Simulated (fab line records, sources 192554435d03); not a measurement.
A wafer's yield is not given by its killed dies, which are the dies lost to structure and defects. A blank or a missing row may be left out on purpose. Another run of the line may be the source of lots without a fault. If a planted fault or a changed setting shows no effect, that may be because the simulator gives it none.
Which of the tools did it? + flow n5Finfet + 31 wafers from 11 lots sampled at 5 of the route's 1938 steps

== WHAT THE GAUGES SHOWED, per wafer ==
The record lacks any reading of a measuring or inspecting step that a usual standard deviation could be used to judge.

== EACH LOT AND THE TOOL THAT RAN IT (in order: tool; ch and the chambers of the sampled wafers; start) ==
| lot  | N5_BEOL_M5_CO_CAP_78            | N5_BEOL_M6_ETCH_61                | N5_BEOL_M6_HM_OPEN_17            | N5_BEOL_M6_STRIP_19               | N5_PASSIVATION_PROBE_49 |
|------|---------------------------------|-----------------------------------|----------------------------------|-----------------------------------|-------------------------|
| L913 | cvdCo-02 ch 0,2, day 8 22:40    | rieDiel-04 ch 0,1,3, day 9 02:35  | rieMetal-01 ch 0,1, day 9 02:50  | rieDiel-05 ch 1,2, day 9 02:56    | prober-02, day 12 17:44 |
| L920 | cvdCo-02 ch 1,2, day 9 22:56    | rieDiel-04 ch 0,3, day 10 02:02   | rieMetal-02 ch 1, day 10 02:17   | rieDiel-06 ch 1,2,3, day 10 02:23 | prober-01, day 13 18:19 |
| L919 | cvdCo-01 ch 0,1,2, day 10 03:36 | rieDiel-04 ch 0,2, day 10 05:59   | rieMetal-03 ch 0,1, day 10 06:13 | rieDiel-06 ch 1,2,3, day 10 06:20 | prober-02, day 14 01:12 |
| L922 | cvdCo-01 ch 0,2, day 11 02:43   | rieDiel-04 ch 2,3, day 11 05:29   | rieMetal-03 ch 0,1, day 11 05:45 | rieDiel-04 ch 3, day 11 05:50     | prober-02, day 14 20:35 |
| L929 | cvdCo-01 ch 0,1,2, day 12 06:33 | rieDiel-06 ch 2,3, day 12 10:17   | rieMetal-03 ch 0, day 12 10:32   | rieDiel-06 ch 2,3, day 12 10:44   | prober-02, day 15 22:55 |
| L930 | cvdCo-01 ch 1,2, day 12 10:43   | rieDiel-05 ch 0,1,2, day 12 12:08 | rieMetal-02 ch 0,1, day 12 12:23 | rieDiel-06 ch 0,1,3, day 12 12:30 | prober-01, day 16 03:37 |
| L932 | cvdCo-01 ch 0,1, day 13 07:17   | rieDiel-06 ch 0,3, day 13 10:49   | rieMetal-02 ch 0, day 13 11:04   | rieDiel-04 ch 0,1, day 13 11:11   | prober-02, day 17 06:46 |
| L931 | cvdCo-01 ch 0,2, day 13 07:33   | rieDiel-05 ch 1,2, day 13 11:15   | rieMetal-01 ch 0,1, day 13 11:30 | rieDiel-06 ch 0,1,2, day 13 11:40 | prober-02, day 17 11:31 |
| L934 | cvdCo-01 ch 1,2, day 13 17:17   | rieDiel-05 ch 1,2, day 13 19:35   | rieMetal-03 ch 0,1, day 13 19:49 | rieDiel-04 ch 0,1,2, day 13 20:00 | prober-01, day 17 11:04 |
| L935 | cvdCo-02 ch 0,1, day 13 22:57   | rieDiel-04 ch 1,2,3, day 14 04:17 | rieMetal-01 ch 0,1, day 14 04:32 | rieDiel-05 ch 1,2, day 14 04:46   | prober-02, day 17 16:04 |
| L936 | cvdCo-02 ch 0,1, day 14 01:39   | rieDiel-04 ch 0,3, day 14 04:35   | rieMetal-02 ch 0,1, day 14 04:51 | rieDiel-06 ch 2,3, day 14 05:08   | prober-01, day 17 17:16 |
- N5_BEOL_M5_CO_CAP_78: material Co, precursor CCTBA/H2, target thk 2 nm, time 102.1 s.
- N5_BEOL_M6_ETCH_61: etches SiARC in CF4, target depth 45.5 nm, time 75.8 s.
- N5_BEOL_M6_HM_OPEN_17: chemistry Cl2/BCl3, target TiN, target depth 20 nm, overetch 6 nm.
- N5_BEOL_M6_STRIP_19: strips in O2.
- N5_PASSIVATION_PROBE_49

== WHAT THE TOOLS THEMSELVES READ (means of the sampled wafers that have a number; where no wafer has one, the mark that the record gives instead) ==
N5_BEOL_M5_CO_CAP_78. Usual: heaterPowerW at 258 W, with a standard deviation of 22.
| lot  | tool     | heaterPowerW (W) | flag |
|------|----------|------------------|------|
| L913 | cvdCo-02 | 243              |      |
| L920 | cvdCo-02 | 260              |      |
| L919 | cvdCo-01 | 262              |      |
| L922 | cvdCo-01 | 276              |      |
| L929 | cvdCo-01 | 259              |      |
| L930 | cvdCo-01 | 250              |      |
| L932 | cvdCo-01 | 270              |      |
| L931 | cvdCo-01 | 270              |      |
| L934 | cvdCo-01 | 250              |      |
| L935 | cvdCo-02 | 249              |      |
| L936 | cvdCo-02 | 247              |      |

N5_BEOL_M6_ETCH_61. Usual: for drypumpMotorCurrentA, 5.7 A with a standard deviation of 0.59; for etchRfOnTimeS, 75.1 s with a standard deviation of 2.3; for oesProductAu, 0.70 a.u. with a standard deviation of 0.084; for rfFwdPowerW, 539.7 W with a standard deviation of 1.9; for rfVppV, 184.2 V with a standard deviation of 1.2; for showerheadPlenumPTorr, 2.16 Torr with a standard deviation of 0.071; for throttleValvePct, 15.64 % with a standard deviation of 0.23.
| lot  | tool       | drypumpMotorCurrentA (A) | etchRfOnTimeS (s) | oesProductAu (a.u.) | rfFwdPowerW (W) | rfVppV (V) | showerheadPlenumPTorr (Torr) | throttleValvePct (%) | flag |
|------|------------|--------------------------|-------------------|---------------------|-----------------|------------|------------------------------|----------------------|------|
| L913 | rieDiel-04 | 6.3                      | 75.7              | 0.62                | 540.5           | 184.4      | 2.16                         | 15.95                |      |
| L920 | rieDiel-04 | 6.5                      | 75.8              | 0.63                | 541.5           | 184.3      | 2.17                         | 15.79                |      |
| L919 | rieDiel-04 | 6.0                      | 66.5              | 0.82                | 539.4           | 184.4      | 2.13                         | 15.52                | OFF  |
| L922 | rieDiel-04 | 6.0                      | 62.5              | 0.82                | 537.8           | 182.8      | 2.08                         | 15.68                | OFF  |
| L929 | rieDiel-06 | 5.6                      | 76.8              | 0.65                | 540.0           | 185.2      | 2.18                         | 15.61                |      |
| L930 | rieDiel-05 | 5.1                      | 72.0              | 0.77                | 538.0           | 184.7      | 2.22                         | 15.44                |      |
| L932 | rieDiel-06 | 6.1                      | 74.6              | 0.73                | 537.9           | 183.8      | 2.11                         | 15.62                |      |
| L931 | rieDiel-05 | 5.3                      | 73.5              | 0.73                | 539.2           | 184.8      | 2.21                         | 15.49                |      |
| L934 | rieDiel-05 | 5.3                      | 73.6              | 0.72                | 539.3           | 186.0      | 2.21                         | 15.50                |      |
| L935 | rieDiel-04 | 5.9                      | 75.7              | 0.71                | 538.6           | 183.6      | 2.10                         | 15.74                |      |
| L936 | rieDiel-04 | 6.5                      | 76.7              | 0.60                | 539.5           | 184.9      | 2.13                         | 15.89                |      |

N5_BEOL_M6_HM_OPEN_17. Usual: drypumpMotorCurrentA 5.8 A, standard deviation 0.42; oesProductAu 0.69 a.u., standard deviation 0.068; rfFwdPowerW 992 W, standard deviation 3.6; throttleValvePct 21.95 %, standard deviation 0.15.
| lot  | tool        | drypumpMotorCurrentA (A) | oesProductAu (a.u.) | rfFwdPowerW (W) | throttleValvePct (%) | flag |
|------|-------------|--------------------------|---------------------|-----------------|----------------------|------|
| L913 | rieMetal-01 | 5.6                      | 0.74                | 987             | 21.92                |      |
| L920 | rieMetal-02 | 5.8                      | 0.72                | 998             | 21.96                |      |
| L919 | rieMetal-03 | 5.4                      | 0.66                | 993             | 22.04                |      |
| L922 | rieMetal-03 | 5.4                      | 0.63                | 994             | 22.13                |      |
| L929 | rieMetal-03 | 5.3                      | 0.71                | 992             | 21.87                |      |
| L930 | rieMetal-02 | 6.1                      | 0.70                | 994             | 21.93                |      |
| L932 | rieMetal-02 | 6.6                      | 0.68                | 993             | 21.82                |      |
| L931 | rieMetal-01 | 5.6                      | 0.70                | 992             | 21.94                |      |
| L934 | rieMetal-03 | 5.5                      | 0.81                | 990             | 22.05                |      |
| L935 | rieMetal-01 | 5.6                      | 0.70                | 988             | 21.95                |      |
| L936 | rieMetal-02 | 6.2                      | 0.69                | 990             | 21.91                |      |

N5_BEOL_M6_STRIP_19. Usual: drypumpMotorCurrentA 5.6 A, standard deviation 0.59; oesProductAu 0.81 a.u., standard deviation 0.092; rfVppV 3.6 V, standard deviation 0.57; showerheadPlenumPTorr 2.12 Torr, standard deviation 0.077; throttleValvePct 16.66 %, standard deviation 0.17.
| lot  | tool       | drypumpMotorCurrentA (A) | oesProductAu (a.u.) | rfVppV (V) | showerheadPlenumPTorr (Torr) | throttleValvePct (%) | flag |
|------|------------|--------------------------|---------------------|------------|------------------------------|----------------------|------|
| L913 | rieDiel-05 | 5.3                      | 0.90                | 3.5        | 2.16                         | 16.42                |      |
| L920 | rieDiel-06 | 5.3                      | 0.76                | 3.5        | 2.13                         | 16.66                |      |
| L919 | rieDiel-06 | 5.2                      | 0.75                | 3.0        | 2.12                         | 16.66                |      |
| L922 | rieDiel-04 | 6.2                      | 0.76                | 3.9        | 2.00                         | 16.95                |      |
| L929 | rieDiel-06 | 5.3                      | 0.77                | 3.9        | 2.18                         | 16.61                |      |
| L930 | rieDiel-06 | 5.6                      | 0.80                | 3.5        | 2.06                         | 16.69                |      |
| L932 | rieDiel-04 | 6.4                      | 0.77                | 3.2        | 2.15                         | 16.77                |      |
| L931 | rieDiel-06 | 5.4                      | 0.78                | 3.6        | 2.10                         | 16.66                |      |
| L934 | rieDiel-04 | 6.1                      | 0.83                | 4.0        | 2.11                         | 16.72                |      |
| L935 | rieDiel-05 | 5.3                      | 0.83                | 3.4        | 2.17                         | 16.61                |      |
| L936 | rieDiel-06 | 5.5                      | 0.75                | 3.6        | 2.16                         | 16.68                |      |

N5_PASSIVATION_PROBE_49. Usual: defectLimitedYield 91.4 %, standard deviation 1.5; killed_at_M0_to_M3 36, standard deviation 11; killed_at_M4_up 14, standard deviation 6; killedAtContacts 11, standard deviation 6; killedAtFrontEnd 37, standard deviation 11; killedAtOther 4, standard deviation 3.4; killedDies 102, standard deviation 18; killedOpen 66, standard deviation 13; killedShort 34, standard deviation 7.8; sort_bin_5_function 5.0 %, standard deviation 0.97; sort_bin_6_memory 3.2 %, standard deviation 0.7; sort_bin_8_speed 0.0 %, standard deviation 0.38; sortNPass 1078, standard deviation 19; sortYieldPct 91.3 %, standard deviation 1.6.
| lot  | tool      | defectLimitedYield (%) | killed_at_M0_to_M3 | killed_at_M4_up | killedAtContacts | killedAtFrontEnd | killedAtOther | killedDies | killedOpen | killedShort | sort_bin_5_function (%) | sort_bin_6_memory (%) | sort_bin_8_speed (%) | sortNPass | sortYieldPct (%) | flag |
|------|-----------|------------------------|--------------------|-----------------|------------------|------------------|---------------|------------|------------|-------------|-------------------------|-----------------------|----------------------|-----------|------------------|------|
| L913 | prober-02 | 91.1                   | 36                 | 17              | 9                | 38               | 4             | 105        | 72         | 31          | 5.3                     | 3.4                   | 0.0                  | 1075      | 91.1             |      |
| L920 | prober-01 | 91.9                   | 34                 | 19              | 13               | 28               | 2             | 95         | 69         | 24          | 5.1                     | 2.7                   | 0.0                  | 1085      | 91.9             |      |
| L919 | prober-02 | 90.5                   | 41                 | 11              | 18               | 40               | 3             | 112        | 78         | 33          | 5.6                     | 3.6                   | 0.0                  | 1068      | 90.5             |      |
| L922 | prober-02 | 92.3                   | 47                 | 12              | 8                | 21               | 4             | 91         | 64         | 26          | 4.6                     | 3.0                   | 0.0                  | 1089      | 92.3             |      |
| L929 | prober-02 | 89.9                   | 35                 | 12              | 12               | 52               | 8             | 119        | 83         | 36          | 6.2                     | 3.7                   | 0.0                  | 1061      | 89.9             |      |
| L930 | prober-01 | 91.9                   | 33                 | 12              | 8                | 40               | 2             | 95         | 57         | 37          | 5.0                     | 2.6                   | 0.0                  | 1085      | 91.9             |      |
| L932 | prober-02 | 93.8                   | 20                 | 10              | 6                | 32               | 6             | 73         | 39         | 28          | 3.6                     | 2.2                   | 0.0                  | 1107      | 93.8             |      |
| L931 | prober-02 | 89.8                   | 41                 | 12              | 15               | 47               | 5             | 120        | 80         | 39          | 6.3                     | 3.5                   | 0.8                  | 1051      | 89.1             |      |
| L934 | prober-01 | 92.0                   | 27                 | 12              | 14               | 40               | 1             | 94         | 63         | 29          | 4.9                     | 2.6                   | 0.0                  | 1086      | 92.0             |      |
| L935 | prober-02 | 91.7                   | 28                 | 15              | 14               | 38               | 3             | 98         | 60         | 34          | 5.0                     | 2.8                   | 0.0                  | 1082      | 91.7             |      |
| L936 | prober-01 | 90.3                   | 52                 | 12              | 5                | 46               | 0             | 114        | 67         | 46          | 5.6                     | 3.7                   | 0.0                  | 1066      | 90.3             |      |

== THE ANSWER, worked out from the rows above alone ==
Rule: a lot counts as off when the mean over its wafers that have a number is more than 3 standard deviations away from the usual mean. Also off: a lot with no number at a reading for which 4 or more lots have one. All remaining lots with rows at the step are treated as sound. First the gauges in route order, then the tools' own readings, where a lot's mean is used as printed above. At the first step where some lot is off, the reading lying furthest off is the one used; lots without a number count as furthest.
Off, at N5_BEOL_M6_ETCH_61 on etchRfOnTimeS: L919, L922.
If a tool, at that step or one of the process steps before it, ran each lot that is off and ran no sound lot following the first of them, it fits. No candidate that was tried fits.

== WHAT THE SIMULATOR PUT IN ==
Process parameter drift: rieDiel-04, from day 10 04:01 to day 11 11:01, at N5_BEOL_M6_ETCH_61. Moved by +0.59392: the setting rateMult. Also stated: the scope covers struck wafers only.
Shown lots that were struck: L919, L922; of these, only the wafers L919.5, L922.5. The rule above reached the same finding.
